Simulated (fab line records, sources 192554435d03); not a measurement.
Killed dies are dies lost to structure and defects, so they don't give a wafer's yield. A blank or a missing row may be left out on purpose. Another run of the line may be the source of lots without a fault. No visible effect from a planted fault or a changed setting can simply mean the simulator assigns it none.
Lot-split experiment | flow n5_finfet | 7 lots, 21 wafers read, on a route of 1938 steps

== SPLIT DETAILS ==
At N5_MOL_CONTACT_COAG_ETCH_105 (etches SiARC in CF4, target depth 15.6 nm, time 26 s), the setting bias_w was moved away from the recipe's 36 W on 5 of the 21 wafers read, by -15.2% to +6.1%. For the rest of the wafers, this setting stayed at what the recipe calls for.

The reading comes from the split's own step.

== THE READING ==
rf_vpp_V, in V, at N5_MOL_CONTACT_COAG_ETCH_105 (etches SiARC in CF4, target depth 15.6 nm, time 26 s). Fault-free wafers of this fab line usually give 184.1 V, standard deviation 0.95 V.

wafer  | tool, chamber at the split | bias_w as run, W | against the recipe | rf_vpp_V, V | against lot-mates on the recipe
L076.1 | rie_diel-01, 3             | 36               | recipe             | 184.9       | -
L076.2 | rie_diel-01, 1             | 36               | recipe             | 183.4       | -
L076.6 | rie_diel-01, 0             | 36               | recipe             | 184.1       | -
L082.2 | rie_diel-01, 1             | 36               | recipe             | 183.5       | -
L082.3 | rie_diel-01, 3             | 36               | recipe             | 183.7       | -
L082.4 | rie_diel-01, 2             | 36               | recipe             | 185.6       | -
L087.2 | rie_diel-04, 1             | 36               | recipe             | 184.0       | -
L087.3 | rie_diel-04, 2             | 36               | recipe             | 183.8       | -
L087.6 | rie_diel-04, 2             | 33.02            | -8.3%              | 174.0       | -9.9
L089.2 | rie_diel-04, 2             | 36               | recipe             | 184.7       | -
L089.3 | rie_diel-04, 3             | 36               | recipe             | 185.2       | -
L089.5 | rie_diel-04, 3             | 36               | recipe             | 184.4       | -
L092.1 | rie_diel-01, 0             | 38.18            | +6.1%              | 190.3       | +7.7
L092.3 | rie_diel-01, 3             | 38.18            | +6.1%              | 192.1       | +9.5
L092.6 | rie_diel-01, 0             | 36               | recipe             | 182.6       | -
L094.1 | rie_diel-01, 0             | 36               | recipe             | 183.5       | -
L094.3 | rie_diel-01, 3             | 36               | recipe             | 184.9       | -
L094.4 | rie_diel-01, 0             | 36               | recipe             | 183.5       | -
L097.1 | rie_diel-05, 2             | 30.52            | -15.2%             | 165.7       | -18.4
L097.3 | rie_diel-05, 1             | 36               | recipe             | 184.1       | -
L097.5 | rie_diel-05, 0             | 30.52            | -15.2%             | 165.6       | -18.5

THE FIT
A straight line over all 21 wafers: rf_vpp_V changes by +1.21 V for each +1% of bias_w; r = +0.99; the points scatter about the line by 0.76 V.
The same after taking each lot's own level away (the mean of its wafers on the recipe; 21 wafers): +1.24 V for each +1%; r = +0.99; scatter 0.7 V.
That fit puts the effect of the largest move of bias_w on the reading at 19 V.
The span of the lots' own levels, 182.60 to 184.77 V, comes to 2.3 times the standard deviation stated above.
So the lot-to-lot level changes the slope little: the two slopes agree.
Check: -19 V against its lot-mates is what the line predicts for one of the wafers moved furthest among these (-15.2%) when that wafer is left out of the fit. It came out at -18.4 V against them.
Tool readings at the split's step, against how far the setting was moved: etch_rf_on_time_s r = -0.90; rf_vpp_V r = +0.99.

== THESE WAFERS: OTHER SPLITS ==
Note: prior to the reading, these wafers also went through further splits. Each is held against what the fit with the lots' levels taken away leaves over:
other split on the same wafers | wafers away from the commonest value | r with rf_vpp_V (lot level and that fit taken away)
N5_GATE_CUT_COAT_34 spin_rpm   | 4                                    | +0.02

== THE WHOLE CHAIN: every reading that the file lists as answering this split, in the file's order ==
step                         | what it does                                         | reading           | change (the file's fit)              | r (the file's)
N5_MOL_CONTACT_COAG_ETCH_105 | etches SiARC in CF4, target depth 15.6 nm, time 26 s | etch_rf_on_time_s | withheld for each +1% of the setting | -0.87
N5_MOL_CONTACT_COAG_ETCH_105 | etches SiARC in CF4, target depth 15.6 nm, time 26 s | rf_vpp_V          | +1.23 V for each +1% of the setting  | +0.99

== THE FILE'S OWN FIT ==
rf_vpp_V changes by +1.23 V for each +1% of bias_w, r = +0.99.
